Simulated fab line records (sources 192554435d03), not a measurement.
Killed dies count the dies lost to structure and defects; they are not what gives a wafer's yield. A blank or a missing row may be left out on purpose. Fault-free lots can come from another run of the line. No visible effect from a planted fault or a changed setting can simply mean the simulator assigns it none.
Chamber matching	flow n5Finfet	N5_FIN_SAQP_ETCH_69 on rieDiel-02 has 4 sister chambers
The step etches SOC in N2/H2, stops on SiNx, target depth 150 nm. 16 wafers are shown with their chamber, then 8 later ones without.

== WAFERS, EACH WITH ITS CHAMBER ==
wafer	chamber	showerheadPlenumPTorr (Torr)	drypumpMotorCurrentA (A)	throttleValvePct (%)
L074.1	0	2.46	5.7	18.00
L074.2	2	2.67	5.9	17.93
L074.3	1	2.61	5.0	17.75
L084.1	1	2.60	5.0	17.38
L084.5	2	2.66	5.9	17.97
L084.6	3	2.58	5.4	17.53
L086.1	0	2.45	5.7	18.06
L086.2	1	2.60	5.0	17.42
L086.4	3	2.58	5.4	17.53
L087.1	1	2.60	5.0	17.40
L087.2	3	2.58	5.3	17.53
L087.3	0	2.45	5.7	18.05
L087.4	2	2.65	5.9	17.96
L087.5	1	2.60	5.0	17.41
L087.6	0	2.45	5.6	18.06
L089.1	2	2.65	5.9	17.97

SIGNATURES (means of the wafers above)
reading	chamber 0	chamber 1	chamber 2	chamber 3	scatter within a chamber
showerheadPlenumPTorr	2.4525	2.6020	2.6575	2.5800	0.00599
drypumpMotorCurrentA	5.675	5.000	5.900	5.367	0.0344
throttleValvePct	18.0425	17.4720	17.9575	17.5300	0.0918
Rule: for each reading, subtract the chamber's mean from the wafer's reading, divide by that reading's scatter and square the result; add these up over the readings and take the root, which gives the wafer's distance from the chamber. The wafer belongs to the nearest chamber; if the next one is less than 2 further off, it can't be placed. How the scatter is found: for the shown wafers, subtract from each reading the mean of its chamber, square and add these, divide the total by (wafers less chambers), then take the root.

== WAFERS MISSING THEIR CHAMBER ==
wafer	showerheadPlenumPTorr (Torr)	drypumpMotorCurrentA (A)	throttleValvePct (%)
L089.2	2.58	5.4	17.54
L089.3	2.45	5.7	18.07
L089.4	2.60	5.0	17.40
L089.5	2.60	4.9	17.39
L089.6	2.65	5.9	17.98
L096.1	2.65	5.9	17.99
L096.2	2.44	5.7	18.07
L096.4	2.59	5.0	17.42

== WHICH CHAMBER EACH ONE RAN IN ==
wafer	from the rows above	in truth
L089.2	3	3
L089.3	0	0
L089.4	1	1
L089.5	1	1
L089.6	2	2
L096.1	2	2
L096.2	0	0
L096.4	1	1
Placed correctly: 8 of 8. From these rows, 0 cannot be placed. Wrongly placed: 0.
